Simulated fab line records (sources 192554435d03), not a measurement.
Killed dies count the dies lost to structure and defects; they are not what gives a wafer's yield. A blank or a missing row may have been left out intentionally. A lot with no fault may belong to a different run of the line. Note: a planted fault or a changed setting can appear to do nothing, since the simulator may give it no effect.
fab line records ; flow n5_finfet
record: lots: 3; wafers: 9; last_day: 16
route steps=1938 shown BEOL_M4@1099 BEOL_M5@1112 BEOL_M9@1443 PASSIVATION@1936
lots that met no fault: from a run of the same line without faults
start_h: hours from the record's first day to the start of the lot's first wafer shown ; wait_h: hours from the lot's prior step to this one ; " same as the row above ; L1.1+2: one row covering several wafers at once ; - no value present, or no start provided ; * or withheld: withheld ; < > ~ a bound
route shown NAME@n: NAME is a module with steps in the file, n the number in the route of the first one ; usual: the fault-free wafers' mean and standard deviation ; same: alike in all rows ; chamber/n: place in a boat ; sites: each site's reading ; _std_site: how widely they spread, as a standard deviation ; _edge_site: the outer-site mean with the inner-site mean subtracted ; radius_mm: for every site, how far away it sits from the centre of the wafer ; mask NAME#n: copy n ; behind: the most recent tool/chamber to have shaped the wafer ; hold: the reason the lot was held/the length of the hold in hours/how it ended ; device: the transistor (n, p or np) that didn't switch ; end of line: at the end of the route, the tests of the same wafers ; step lacking rows: just its recipe ; killed: dies that structure and defects cost at the first sort, which is not the same as the wafer's yield ; map: a wafer's dies, x killed, . not, _ none there
set.NAME: setting as actually run; set.NAME@STEP: the setting as run at that earlier step ; model.NAME: the simulator's own value behind a step, which no gauge read
lots at some steps of the route; a table a step, a row a wafer
services: when a tool's chamber went out of use (start_h, in hours from the record's first day, below 0 if earlier), for how many hours, and the reason
== steps ==
step: N5_BEOL_M4_ANNEAL_95
recipe: temp_c: 400; time_s: 240; ambient: vacuum
step: N5_BEOL_M4_SPUTTER_96
recipe: material: Cu; target_thk_a: 45; temp_c: -20; chamber_pressure_pa: 0.07; power_w: withheld; time_s: 8.29
step: N5_BEOL_M4_ECD_50
recipe: material: Cu; target_thk_a: 3000
step: N5_BEOL_M4_ANNEAL_51
recipe: temp_c: 225; time_s: 90; ambient: N2
step: N5_BEOL_M4_CMP_52
recipe: stop_on: SiOC; t_overpolish_s: 6.8; down_force_psi: 1; platen_rpm: 50; clearing_platen_down_force_psi: 1.5; clearing_platen_rpm: 50; post_cmp_clean: cu_alkaline; target_thk_nm: 40; clearing_platen_pad_velocity_m_s: 0.99484; pad_velocity_m_s: 0.99484
step: N5_BEOL_M4_PRE_CLEAN_60
recipe: gas: NH3/H2; time_s: 15; temp_c: *; rf_power_w: 300
step: N5_BEOL_M4_CO_CAP_55
recipe: material: Co; target_thk_a: 20; temp_c: 200; precursor: CCTBA/H2; pressure_torr: 30; time_s: 102.1
step: N5_BEOL_M4_PRE_CLEAN_56
recipe: gas: NH3; time_s: 15; temp_c: withheld; rf_power_w: 300
step: N5_BEOL_M4_DEP_57
recipe: material: SiCN; target_thk_a: 80; temp_c: withheld; precursor: 3MS/NH3; pressure_torr: 3; rf_w: 202; time_s: 14
step: N5_BEOL_M4_RC_MEAS_101
usual: DIBL_N: 36.5/1.9; DIBL_P: 36.7/2.1; IOFF_N: 0.17/0.035; IOFF_P: 0.22/0.042; ION_N: 676/10; ION_P: 462/8.1; SS_N: 71.5/0.72; SS_P: 73.4/0.7; VT_N: 249/3.1; VT_P: -250/3.9
lot.wafer;tool;chamber;start_h;wait_h;DIBL_N[mV/V];DIBL_P[mV/V];IOFF_N[nA/um];IOFF_P[nA/um];ION_N[uA/um];ION_P[uA/um];SS_N[mV/dec];SS_P[mV/dec];VT_N[mV];VT_P[mV]
L487.1;prober-02;0;180.82;0.0;34.3;33.2;0.13;0.19;676;465;71.0;72.3;250;-251
L487.3;prober-02;0;180.82;0.0;38.0;38.7;0.21;0.29;690;471;72.5;73.7;247;-246
L487.5;prober-02;0;180.82;0.0;38.3;39.5;0.21;0.30;694;480;72.7;74.3;246;-247
L492.2;prober-01;0;221.12;0.2;36.9;35.2;0.16;0.21;685;460;70.9;74.0;246;-248
L492.4;prober-01;0;221.12;0.2;38.1;37.1;0.18;0.25;679;472;71.5;73.7;247;-246
L492.6;prober-01;0;221.12;0.2;38.1;37.6;0.18;0.24;678;465;71.7;74.4;249;-248
L499.1;prober-01;0;255.23;0.0;38.7;40.6;0.23;0.25;688;464;72.5;74.1;244;-249
L499.4;prober-01;0;255.23;0.0;36.5;37.8;0.18;0.20;679;458;71.3;73.4;245;-251
L499.5;prober-01;0;255.23;0.0;38.6;40.6;0.24;0.24;694;463;72.5;74.4;244;-248
step: N5_BEOL_M5_ILD_DEP_00
recipe: material: SiCOH_lowk; target_thk_a: 1406.4; temp_c: 300; precursor: DEMS/porogen; pressure_torr: 5; rf_w: 500; time_s: 25.9
step: N5_BEOL_M5_CURE_79
recipe: temp_c: 385; time_s: 240; ambient: He/Ar; material: SiCOH_lowk
step: N5_BEOL_M5_PECVD_70
recipe: material: SiO2; target_thk_a: 160; temp_c: 400; precursor: TEOS/O2; pressure_torr: 5.5; rf_w: 450; teos_flow_sccm: 53.8; gas: O2; flow_sccm: 3000; time_s: 18
step: N5_BEOL_M5_HM_DEP_02
recipe: material: TiN; target_thk_a: 200; temp_c: 25; chamber_pressure_pa: 0.49996
step: N5_BEOL_M5_COAT_59
recipe: resist: SOC; temp_c: 250; time_s: 60; spin_rpm: 1500; resist_thk_nm: 60
step: N5_BEOL_M5_COAT_60
recipe: resist: SiARC; temp_c: 220; time_s: 60; spin_rpm: 1500; resist_thk_nm: 12
step: N5_BEOL_M5_COAT_71
recipe: resist: underlayer; temp_c: 205; time_s: 60; spin_rpm: 1500; resist_thk_nm: 5
step: N5_BEOL_M5_COAT_05
recipe: resist: CAR-EUV; spin_rpm: 1500; resist_thk_nm: 30
step: N5_BEOL_M5_EBR_07
recipe: solvent: PGMEA; ebr_width_mm: 1.5
step: N5_BEOL_M5_SOFTBAKE_06
recipe: temp_c: 110; time_s: 60; resist: CAR-EUV
step: N5_BEOL_M5_EXPOSE_08
recipe: mask_id: M5; na: 0.33; source_shape: annular; sigma_inner: 0.4; sigma_outer: 0.8; polarization: unpolarized; target_cd_nm: 28; dose_mj: 35.75
step: N5_BEOL_M5_PEB_09
recipe: peb_temp_c: 100; peb_time_s: 60; resist: CAR-EUV
step: N5_BEOL_M5_DEVELOP_10
recipe: develop_time_s: 30; developer: TMAH; resist: CAR-EUV; rinse_liquid: surfactant_rinse; dry: air_spin; dev_temp_c: 23
step: N5_BEOL_M5_DESCUM_16
recipe: chemistry: O2; time_s: 7; source_power_w: 50; bias_power_w: 20; pressure_mtorr: 20; rf_frequency_hz: 2.712e+07; temp_c: 40; resist: CAR-EUV; o2_flow_sccm: 225
step: N5_BEOL_M5_ETCH_72
recipe: chemistry: N2/H2; target: underlayer; target_depth_a: 65; mask_material: CAR-EUV; time_s: 5.2; ion_energy_ev: 200; pressure_mtorr: 30; source_w: 840; bias_w: 150; n2_flow_sccm: 200; h2_flow_sccm: 200; ends: cleared
step: N5_BEOL_M5_ETCH_61
recipe: chemistry: CF4; target: SiARC; target_depth_a: 156; mask_material: CAR-EUV; time_s: 26; ion_energy_ev: 80; pressure_mtorr: 40; source_w: 545; bias_w: 36; Ar_flow_sccm: 100; cf4_flow_sccm: 100; ends: cleared
step: N5_BEOL_M5_ETCH_62
recipe: chemistry: N2/H2; target: SOC; target_depth_a: 750; overetch_a: 150; mask_material: SiARC; temp_c: 40; time_s: 112.5; ion_energy_ev: 200; pressure_mtorr: 30; source_w: 840; bias_w: 150; n2_flow_sccm: 200; h2_flow_sccm: 200
step: N5_BEOL_M5_STRIP_63
recipe: chemistry: N2/H2; temp_c: 40; n2_flow_sccm: 200; h2_flow_sccm: 200; rf_frequency_hz: 6e+07
step: N5_BEOL_M5_STRIP_73
recipe: chemistry: N2/H2; temp_c: 40; n2_flow_sccm: 200; h2_flow_sccm: 200; rf_frequency_hz: 6e+07
step: N5_BEOL_M5_STRIP_64
recipe: chemistry: CF4; resist: SiARC; power_w: 300; bias_power_w: 75; pressure_mtorr: 50; cf4_flow_sccm: 150; rf_frequency_hz: 6e+07
step: N5_BEOL_M5_HM_OPEN_17
recipe: chemistry: Cl2/BCl3; target_depth_a: 200; overetch_a: 60; target: TiN; mask_material: SOC; ion_energy_ev: 150; pressure_mtorr: 10; icp_w: 1000; bias_w: 126; Cl2_flow_sccm: 53.25; bcl3_flow_sccm: 21.75; Ar_flow_sccm: 25
step: N5_BEOL_M5_STRIP_19
recipe: chemistry: O2; power_w: 400; temp_c: 40; pressure_mtorr: 30; rf_frequency_hz: 6e+07; bias_power_w: 0; overash_fraction: 0.2; o2_flow_sccm: 225
step: N5_BEOL_M5_COAT_65
recipe: resist: SOC; temp_c: 250; time_s: 60; spin_rpm: 1500; resist_thk_nm: 60
step: N5_BEOL_M5_COAT_66
recipe: resist: SiARC; temp_c: 220; time_s: 60; spin_rpm: 1500; resist_thk_nm: 12
step: N5_BEOL_M9_VIA_ETCH_34
recipe: chemistry: C4F6/O2; target: SiCOH_lowk; target_depth_a: 1824; mask_material: SOC; taper_deg: 4; time_s: 68.4; ion_energy_ev: 250; pressure_mtorr: 30; source_w: 345; bias_w: 185; Ar_flow_sccm: 300; C4F6_flow_sccm: 10; O2_flow_sccm: 10
usual: drypump_motor_current_A: 5.5/0.5; oes_product_au: 0.78/0.086; rf_vpp_V: 669/10; showerhead_plenum_p_Torr: 2.87/0.1; throttle_valve_pct: 20.98/0.27
lot.wafer;tool;chamber;start_h;wait_h;drypump_motor_current_A;oes_product_au;rf_hours_counter_h;rf_vpp_V;showerhead_plenum_p_Torr;throttle_valve_pct;model.etch.depth_nm;model.SOC_of_BEOL_M9_COAT_63.thk_nm
L487.1;rie_diel-05;3;239.75;0.0;6.1;0.85;50;667;2.77;20.61;181.8;51.2
L487.3;rie_diel-05;1;239.75;0.0;5.6;0.83;72;672;3.01;21.14;187.7;50.4
L487.5;rie_diel-05;1;239.75;0.0;5.6;0.82;-;673;3.01;21.13;185.9;50.6
L492.2;rie_diel-04;3;268.92;0.0;4.9;0.73;189;679;2.93;21.03;181.4;51.2
L492.4;rie_diel-04;1;268.92;0.0;4.9;0.72;182;675;2.95;21.40;177.7;51.6
L492.6;rie_diel-04;2;268.92;0.0;5.1;0.70;-;649;2.70;20.95;179.9;51.2
L499.1;rie_diel-04;2;308.00;0.0;5.1;0.54;228;652;2.70;20.92;119.5;54.2
L499.4;rie_diel-04;0;308.00;0.0;5.3;0.70;190;678;2.82;20.66;180;50.8
L499.5;rie_diel-04;2;308.00;0.0;5.1;0.68;-;650;2.70;20.96;179.7;51.2
step: N5_PASSIVATION_PROBE_49
usual: defect_limited_yield: 91.4/1.5; killed_at_M0_to_M3: 35/12; killed_at_M4_up: 13/5.8; killed_at_contacts: 12/5.5; killed_at_front_end: 36/9.9; killed_at_other: 4/3.7; killed_dies: 101/18; killed_on_rim: 13/4.1; killed_open: 66/13; killed_short: 33/8; sort_bin_4_leakage: 0.00/0.016; sort_bin_5_function: 5.0/1; sort_bin_6_memory: 3.2/0.67; sort_n_pass: 1079/18; sort_yield_pct: 91.4/1.5
same: gross_dies: 1180; killed_at_back_side: 0; sort_bin_8_speed[%]: 0
lot.wafer;tool;chamber;start_h;wait_h;defect_limited_yield[%];killed_at_M0_to_M3;killed_at_M4_up;killed_at_contacts;killed_at_front_end;killed_at_other;killed_dies;killed_on_rim;killed_open;killed_short;sort_bin_4_leakage[%];sort_bin_5_function[%];sort_bin_6_memory[%];sort_n_pass;sort_yield_pct[%]
L487.1;prober-01;-;299.94;0.0;91.8;44;14;5;31;3;97;16;65;29;0;5.0;2.9;1083;91.8
L487.3;prober-01;-;300.04;0.1;90.2;39;19;15;41;2;116;11;66;45;0;5.5;3.4;1064;90.2
L487.5;prober-01;-;300.14;0.2;89.7;64;7;8;42;1;122;22;77;44;0;6.2;3.5;1058;89.7
L492.2;prober-02;-;325.81;0.1;92.8;15;10;16;39;5;85;11;65;19;0;3.9;3.0;1095;92.8
L492.4;prober-02;-;325.91;0.2;89.7;36;19;16;46;5;122;8;94;28;0;5.8;4.3;1058;89.7
L492.6;prober-02;-;326.01;0.3;92.0;31;17;11;32;3;94;11;67;27;0;4.5;3.4;1086;92.0
L499.1;prober-02;-;372.10;0.0;0;16;1101;17;45;1;1180;152;55;36;0;97.2;2.6;0;0
killed by level:class
L487.1 BEOL_M0_SAQP:geometric_particle:open=13 BEOL_M2:geometric_particle:open=11 STI_FIN_REVEAL:geometric_particle:open=10 BEOL_M3:geometric_particle:open=9 BEOL_M4:geometric_particle:open=8 GATE_CUT:geometric_particle:short=5 BEOL_M0_SAQP:geometric_particle:short=5 MOL_CONTACT_COAG:geometric_particle:open=4
L487.3 FIN_SAQP:geometric_particle:short=11 BEOL_M2:geometric_particle:open=11 MOL_CONTACT_COAG:geometric_particle:open=10 BEOL_M3:geometric_particle:short=9 FIN_SAQP:geometric_particle:open=8 BEOL_M4:geometric_particle:open=8 BEOL_M0_SAQP:geometric_particle:short=6 MOL_CONTACT_COAG:geometric_particle:short=5
L487.5 FIN_SAQP:geometric_particle:open=17 BEOL_M3:geometric_particle:open=14 FIN_SAQP:geometric_particle:short=11 BEOL_M0_SAQP:geometric_particle:short=11 BEOL_M2:geometric_particle:open=8 MOL_CONTACT_COAG:geometric_particle:open=8 BEOL_M0_SAQP:geometric_particle:open=8 BEOL_M1:geometric_particle:short=8
L492.2 MOL_CONTACT_COAG:geometric_particle:open=16 FIN_SAQP:geometric_particle:open=7 STI_FIN_REVEAL:geometric_particle:open=6 BEOL_M3:geometric_particle:open=6 BEOL_M4:geometric_particle:open=6 STARTING-WAFER:geometric_particle:open=5 DUMMY_GATE:geometric_particle:open=4 ILD0:geometric_particle:open=4
L492.4 STI_FIN_REVEAL:geometric_particle:open=16 MOL_CONTACT_COAG:geometric_particle:open=14 BEOL_M3:geometric_particle:open=10 FIN_SAQP:geometric_particle:open=7 DUMMY_GATE:geometric_particle:open=7 BEOL_M0_SAQP:geometric_particle:short=7 BEOL_M1:geometric_particle:open=7 BEOL_M0_SAQP:geometric_particle:open=6
L492.6 MOL_CONTACT_COAG:geometric_particle:open=10 BEOL_M4:geometric_particle:open=10 BEOL_M3:geometric_particle:open=9 BEOL_M0_SAQP:geometric_particle:short=8 DUMMY_GATE:geometric_particle:open=8 STI_FIN_REVEAL:geometric_particle:open=7 FIN_SAQP:geometric_particle:open=5 BEOL_M1:geometric_particle:open=4
L499.1 BEOL_M9:area_etch=1089 MOL_CONTACT_COAG:geometric_particle:open=14 FIN_SAQP:geometric_particle:short=8 DUMMY_GATE:geometric_particle:open=7 STI_FIN_REVEAL:geometric_particle:open=4 BEOL_M5:geometric_particle:open=4 STARTING-WAFER:geometric_particle:short=4 FIN_SAQP:geometric_particle:open=3
map L499.1 (x killed, . not)
_________________xxxxxxxxxxxx________________
______________xxxxxxxxxxxxxxxxxx_____________
___________xxxxxxxxxxxxxxxxxxxxxxxx__________
__________xxxxxxxxxxxxxxxxxxxxxxxxxx_________
________xxxxxxxxxxxxxxxxxxxxxxxxxxxxxx_______
_______xxxxxxxxxxxxxxxxxxxxxxxxxxxxxxxx______
______xxxxxxxxxxxxxxxxxxxxxxxxxxxxxxxxxx_____
_____xxxxxxxxxxxxxxxxxxxxxxxxxxxxxxxxxxxx____
____xxxxxxxxxxxxxxxxxxxxxxxxxxxxxxxxxxxxxx___
___xxxxxxxxxxxxxxxxxxxxxxxxxxxxxxxxxxxxxxxx__
___xxxxxxxxxxxxxxxxxxxxxxxxxxxxxxxxxxxxxxxx__
__xxxxxxxxxxxxxxxxxxxxxxxxxxxxxxxxxxxxxxxxxx_
__xxxxxxxxxxxxxxxxxxxxxxxxxxxxxxxxxxxxxxxxxx_
_xxxxxxxxxxxxxxxxxxxxxxxxxxxxxxxxxxxxxxxxxxxx
_xxxxxxxxxxxxxxxxxxxxxxxxxxxxxxxxxxxxxxxxxxxx
_xxxxxxxxxxxxxxxxxxxxxxxxxxxxxxxxxxxxxxxxxxxx
_xxxxxxxxxxxxxxxxxxxxxxxxxxxxxxxxxxxxxxxxxxxx
_xxxxxxxxxxxxxxxxxxxxxxxxxxxxxxxxxxxxxxxxxxxx
_xxxxxxxxxxxxxxxxxxxxxxxxxxxxxxxxxxxxxxxxxxxx
_xxxxxxxxxxxxxxxxxxxxxxxxxxxxxxxxxxxxxxxxxxxx
_xxxxxxxxxxxxxxxxxxxxxxxxxxxxxxxxxxxxxxxxxxxx
__xxxxxxxxxxxxxxxxxxxxxxxxxxxxxxxxxxxxxxxxxx_
__xxxxxxxxxxxxxxxxxxxxxxxxxxxxxxxxxxxxxxxxxx_
___xxxxxxxxxxxxxxxxxxxxxxxxxxxxxxxxxxxxxxxx__
___xxxxxxxxxxxxxxxxxxxxxxxxxxxxxxxxxxxxxxxx__
____xxxxxxxxxxxxxxxxxxxxxxxxxxxxxxxxxxxxxx___
_____xxxxxxxxxxxxxxxxxxxxxxxxxxxxxxxxxxxx____
______xxxxxxxxxxxxxxxxxxxxxxxxxxxxxxxxxx_____
_______xxxxxxxxxxxxxxxxxxxxxxxxxxxxxxxx______
________xxxxxxxxxxxxxxxxxxxxxxxxxxxxxx_______
__________xxxxxxxxxxxxxxxxxxxxxxxxxx_________
___________xxxxxxxxxxxxxxxxxxxxxxxx__________
______________xxxxxxxxxxxxxxxxxx_____________
_________________xxxxxxxxxxxx________________
map L492.4 (x killed, . not)
_________________............________________
______________..x..x............_____________
___________................x.......__________
__________................xx........_________
________.............................._______
_______..........x..................xx.______
______x.........x...x.................x._____
_____...........x..........x.............____
____x...........x................x........___
___...............xx.....x.....x....x......__
___.....xx......xxx..x...........x.........__
__..x.........x.......x.x.x.......x..x......_
__.......x.x..............x.....xx.........._
_x......x......x.....x....x..x..x.......x....
_.....x.........x...x....xx.......x..........
_....x.......................................
_.........x..........xx.........x.........x..
_..x..x....x........x......x............x....
_x...........xx.........x......x.......x.....
_......xx.....................x.x.........x..
_..............x.............................
__...x.......x...x........................x._
__....x....x.x.....x..x...x.......x........._
___..........x........x...........x........__
___...............x................x.......__
____......x......x..........x.x...........___
_____......x.x.................x......x..____
______..x..........x.x.x.x...x..x......._____
_______.........x......x.....x....xx..x______
________....x........................._______
__________...x..............x...x..._________
___________........................__________
______________.........xx......._____________
_________________............________________
== services ==
tool;chamber;start_h;hours;kind
rie_diel-04;2;216.19;9.9;repair
rie_diel-05;3;251.62;3.5;repair
== key ==
first_sign: step: N5_PASSIVATION_PROBE_49; reading: killed_at_M4_up; direction: up; sigmas: 99+; usual: 13; struck: 1101
effect: step: N5_PASSIVATION_PROBE_49; reading: sort_bin_5_function; direction: up; sigmas: 91; usual: 5.0; struck: 97.2
model_effect: step: N5_BEOL_M9_VIA_ETCH_34; value: etch.depth_nm; without: 180.7; struck: 119.5
more_kills_born_at: N5_BEOL_M9_VIA_ETCH_34@rie_diel-04: 1089
met_at N5_BEOL_M9_VIA_ETCH_34
struck_wafers L499.1
later_rows_left_out L499.1
onset_between 268.92 308.00
fault: kind: process_parameter_drift; tool: rie_diel-04; chamber: -; onset_h: 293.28; steps: N5_BEOL_M9_VIA_ETCH_34; channel: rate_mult; offset: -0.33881; shape: step; end_h: 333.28; scope: struck_wafers_only
later_rows_left_out: the simulator's readings of these wafers behind a module that went badly wrong aren't trusted and aren't shown, but for the sort
